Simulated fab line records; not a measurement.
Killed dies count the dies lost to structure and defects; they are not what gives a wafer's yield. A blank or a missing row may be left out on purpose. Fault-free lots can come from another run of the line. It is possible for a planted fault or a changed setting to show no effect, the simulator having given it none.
Chamber matching / flow n5 finfet / N5_BEOL_M13_ETCH_68 on rie diel-01 has 4 sister chambers
The step etches SOC in N2/H2, time 355 s. 8 wafers are shown with their chamber, then 9 later ones without.

WAFERS WITH THEIR CHAMBER
wafer=L084.6; chamber=1; showerhead plenum p Torr (Torr)=2.71; drypump motor current A (A)=5.6
wafer=L086.3; chamber=3; showerhead plenum p Torr (Torr)=2.58; drypump motor current A (A)=6.1
wafer=L086.5; chamber=1; showerhead plenum p Torr (Torr)=2.70; drypump motor current A (A)=5.7
wafer=L087.2; chamber=0; showerhead plenum p Torr (Torr)=2.47; drypump motor current A (A)=5.4
wafer=L087.6; chamber=2; showerhead plenum p Torr (Torr)=2.55; drypump motor current A (A)=5.7
wafer=L095.4; chamber=2; showerhead plenum p Torr (Torr)=2.55; drypump motor current A (A)=5.7
wafer=L095.5; chamber=0; showerhead plenum p Torr (Torr)=2.47; drypump motor current A (A)=5.4
wafer=L095.6; chamber=3; showerhead plenum p Torr (Torr)=2.57; drypump motor current A (A)=6.0

WAFERS WITH NO CHAMBER GIVEN
wafer=L091.1; showerhead plenum p Torr (Torr)=2.47; drypump motor current A (A)=5.4
wafer=L091.2; showerhead plenum p Torr (Torr)=2.57; drypump motor current A (A)=6.1
wafer=L091.3; showerhead plenum p Torr (Torr)=2.55; drypump motor current A (A)=5.7
wafer=L094.1; showerhead plenum p Torr (Torr)=2.47; drypump motor current A (A)=5.4
wafer=L094.5; showerhead plenum p Torr (Torr)=2.69; drypump motor current A (A)=5.6
wafer=L094.6; showerhead plenum p Torr (Torr)=2.46; drypump motor current A (A)=5.4
wafer=L089.1; showerhead plenum p Torr (Torr)=2.46; drypump motor current A (A)=5.4
wafer=L089.2; showerhead plenum p Torr (Torr)=2.54; drypump motor current A (A)=5.7
wafer=L089.3; showerhead plenum p Torr (Torr)=2.57; drypump motor current A (A)=6.1

WHICH CHAMBER EACH ONE RAN IN
wafer=L091.1; from the rows above=0; in truth=0
wafer=L091.2; from the rows above=3; in truth=3
wafer=L091.3; from the rows above=2; in truth=2
wafer=L094.1; from the rows above=0; in truth=0
wafer=L094.5; from the rows above=1; in truth=1
wafer=L094.6; from the rows above=0; in truth=0
wafer=L089.1; from the rows above=0; in truth=0
wafer=L089.2; from the rows above=2; in truth=2
wafer=L089.3; from the rows above=3; in truth=3
Correctly placed: 9 of 9. Not placeable from these rows: 0. Wrongly placed: 0.
How it was worked out, from the rows above alone: a wafer's distance from a chamber is the root of the sum, over the readings, of the square of ((its reading less the chamber's mean) divided by the reading's scatter). The wafer belongs to the nearest chamber; if the next one is less than 2 further off, it can't be placed. A chamber's mean is the mean of its shown wafers. The scatter: the root of (the sum of the squares of (reading less its chamber's mean) over the shown wafers, divided by (wafers less chambers)).
